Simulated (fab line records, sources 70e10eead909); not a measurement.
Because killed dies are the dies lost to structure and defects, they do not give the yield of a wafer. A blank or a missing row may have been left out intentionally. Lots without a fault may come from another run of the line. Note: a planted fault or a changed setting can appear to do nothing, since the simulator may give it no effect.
The tool behind it: which one?	flow nand-harc	Sampling: 6 lots, 18 wafers, 2 of 1159 route steps

WHAT EACH GAUGE READ, for each wafer
NHARC_THIN_TSV_CD_MEAS_16.
lot	measured	on	cd-nm (nm)
L526	day 19 01:46	cd-sem-02	1005 1001 999
L528	day 19 07:44	cd-sem-03	1007 998 1000
L531	day 20 18:12	cd-sem-03	998 1000 1003
L534	day 21 01:17	cd-sem-03	1003 998 999
L539	day 21 21:27	cd-sem-01	1005 1004 998
L545	day 24 04:59	cd-sem-03	1001 999 999

WHICH TOOL RAN EACH LOT (tool, then ch and the chambers of the sampled wafers, then the start)
lot	NHARC_P_STI_ETCH_31
L526	rie-diel-13 ch 0,1, day 3 02:49
L528	rie-diel-05 ch 0,1,2, day 3 13:03
L531	rie-diel-05 ch 0,2,3, day 4 05:22
L534	rie-diel-05 ch 1,3, day 5 02:06
L539	rie-diel-01 ch 0,1,2, day 6 05:17
L545	rie-diel-01 ch 1,2,3, day 7 19:03
- NHARC_P_STI_ETCH_31: etches the open film in CF4/CHF3, target depth 108.9 nm, time 54.5 s.

THE ANSWER, worked out from the rows above alone
Rule: usual is defined by the lots themselves. Put in order of their means at a reading, lots are off if they are a third of the lots or fewer, leave a main group of 4 or more, and stand apart from it by a gap of 3 or more times the standard deviation of the main group's means; of several such gaps the widest counts. A main group whose means are all the same, to the digits that the tables above print for the reading, isn't used. A lot without any number at a reading at which 4 lots or more have one is off too. The other lots that the step has rows for count as sound.
No lot is off at any reading shown: from this, nothing can be told.

WHAT THE SIMULATOR HAD INSERTED
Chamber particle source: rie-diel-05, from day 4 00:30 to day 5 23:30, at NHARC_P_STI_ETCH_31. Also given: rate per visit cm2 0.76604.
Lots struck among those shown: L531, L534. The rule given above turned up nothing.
